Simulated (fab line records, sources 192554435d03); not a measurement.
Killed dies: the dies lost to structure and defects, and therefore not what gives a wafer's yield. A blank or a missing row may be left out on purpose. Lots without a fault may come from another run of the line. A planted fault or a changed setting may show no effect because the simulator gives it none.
Split-lot experiment + flow n5-finfet + 7 lots, 21 wafers read, on a route of 1938 steps

== THE SPLIT ITSELF ==
At N5_BEOL_M3_ETCH_70 (etches SOC in N2/H2, target depth 80 nm, overetch 16 nm, time 120 s), the setting bias-w was moved away from the recipe's 150 W on 10 of the 21 wafers read, by -16.8% to +17.5%. For the rest of the wafers, this setting stayed at what the recipe calls for.

The reading comes from the split's own step.

== THE READING ==
rf-vpp-V, in V, at N5_BEOL_M3_ETCH_70 (etches SOC in N2/H2, target depth 80 nm, overetch 16 nm, time 120 s). A value of 524.7 V with a standard deviation of 2 V is what fault-free wafers of this fab line usually give.

| wafer  | tool, chamber at the split | bias-w as run, W | against the recipe | rf-vpp-V, V | against lot-mates on the recipe |
|--------|----------------------------|------------------|--------------------|-------------|---------------------------------|
| L078.1 | rie-diel-04, 3             | 176.3            | +17.5%             | 581.8       | +57.6                           |
| L078.3 | rie-diel-04, 2             | 176.3            | +17.5%             | 581.8       | +57.6                           |
| L078.5 | rie-diel-04, 1             | 150              | recipe             | 524.2       | -                               |
| L079.2 | rie-diel-04, 0             | 150              | recipe             | 523.1       | -                               |
| L079.5 | rie-diel-04, 1             | 142.8            | -4.8%              | 505.0       | -18.1                           |
| L079.6 | rie-diel-04, 0             | 142.8            | -4.8%              | 507.6       | -15.5                           |
| L081.3 | rie-diel-04, 3             | 137.8            | -8.1%              | 498.4       | -23.0                           |
| L081.4 | rie-diel-04, 1             | 150              | recipe             | 521.4       | -                               |
| L081.6 | rie-diel-04, 0             | 137.8            | -8.1%              | 497.9       | -23.5                           |
| L083.1 | rie-diel-04, 0             | 124.8            | -16.8%             | 465.9       | -58.6                           |
| L083.2 | rie-diel-04, 3             | 150              | recipe             | 526.3       | -                               |
| L083.4 | rie-diel-04, 1             | 150              | recipe             | 522.8       | -                               |
| L086.2 | rie-diel-02, 0             | 132.4            | -11.7%             | 489.1       | -37.0                           |
| L086.4 | rie-diel-02, 3             | 150              | recipe             | 525.4       | -                               |
| L086.6 | rie-diel-02, 0             | 150              | recipe             | 526.8       | -                               |
| L089.2 | rie-diel-05, 1             | 150              | recipe             | 523.4       | -                               |
| L089.4 | rie-diel-05, 3             | 150              | recipe             | 522.6       | -                               |
| L089.5 | rie-diel-05, 2             | 150              | recipe             | 525.4       | -                               |
| L091.1 | rie-diel-05, 0             | 168.7            | +12.5%             | 567.0       | +43.1                           |
| L091.2 | rie-diel-05, 3             | 168.7            | +12.5%             | 562.0       | +38.1                           |
| L091.4 | rie-diel-05, 1             | 150              | recipe             | 523.9       | -                               |

THE FIT
A straight line over all 21 wafers: rf-vpp-V changes by +3.29 V for each +1% of bias-w; r = +1.00; the points scatter about the line by 2 V.
The same after taking each lot's own level away (the mean of its wafers on the recipe; 21 wafers): +3.27 V for each +1%; r = +1.00; scatter 1.9 V.
The reading moves by 57 V for the largest change in bias-w, on that fit.
Across the lots, their own levels run from 521.40 to 526.10 V, a range of 2.3 times the standard deviation given above.
The two slopes are in agreement: the lot-to-lot level therefore moves the slope only a little.
Check: +57.5 V against its lot-mates is what the line predicts for one of the wafers moved furthest among these (+17.5%) when that wafer is left out of the fit. It came out at +57.6 V against them.
Tool readings at the split's step, against how far the setting was moved: rf-vpp-V r = +1.00.

== THE OTHER SPLITS THESE WAFERS WENT THROUGH ==
Other splits were also applied to these wafers ahead of the reading. Each is held against what the fit with the lots' levels taken away leaves over:
| other split on the same wafers            | wafers away from the commonest value | r with rf-vpp-V (lot level and that fit taken away) |
|-------------------------------------------|--------------------------------------|-----------------------------------------------------|
| N5_BEOL_M0_TRENCH_ETCH_107 target-depth-a | 8                                    | +0.02                                               |
| N5_BEOL_M0_ETCH_109 bias-w                | 9                                    | +0.13                                               |
| N5_BEOL_M2_VIA_ETCH_34 time-s             | 7                                    | +0.33                                               |
| N5_BEOL_M2_TRENCH_ETCH_37 bias-w          | 4                                    | -0.48                                               |
| N5_BEOL_M3_ETCH_64 time-s                 | 5                                    | +0.03                                               |
| N5_BEOL_M3_COAT_76 spin-rpm               | 8                                    | -0.21                                               |
| N5_BEOL_M3_DESCUM_33 time-s               | 5                                    | +0.22                                               |

== THE WHOLE CHAIN: every reading that the file lists as answering this split, in the file's order ==
| step               | what it does                                                        | reading                                                                          | change (the file's fit)                | r (the file's) |
|--------------------|---------------------------------------------------------------------|----------------------------------------------------------------------------------|----------------------------------------|----------------|
| N5_BEOL_M3_ETCH_70 | etches SOC in N2/H2, target depth 80 nm, overetch 16 nm, time 120 s | rf-vpp-V                                                                         | +3.3 V for each +1% of the setting     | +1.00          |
| N5_BEOL_M3_ETCH_70 | etches SOC in N2/H2, target depth 80 nm, overetch 16 nm, time 120 s | SiARC_of_BEOL_M3_COAT_68.thk-nm (the simulator's own value, which no gauge read) | -0.0709 nm for each +1% of the setting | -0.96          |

== THE FILE'S OWN FIT ==
rf-vpp-V changes by +3.3 V for each +1% of bias-w, r = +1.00.
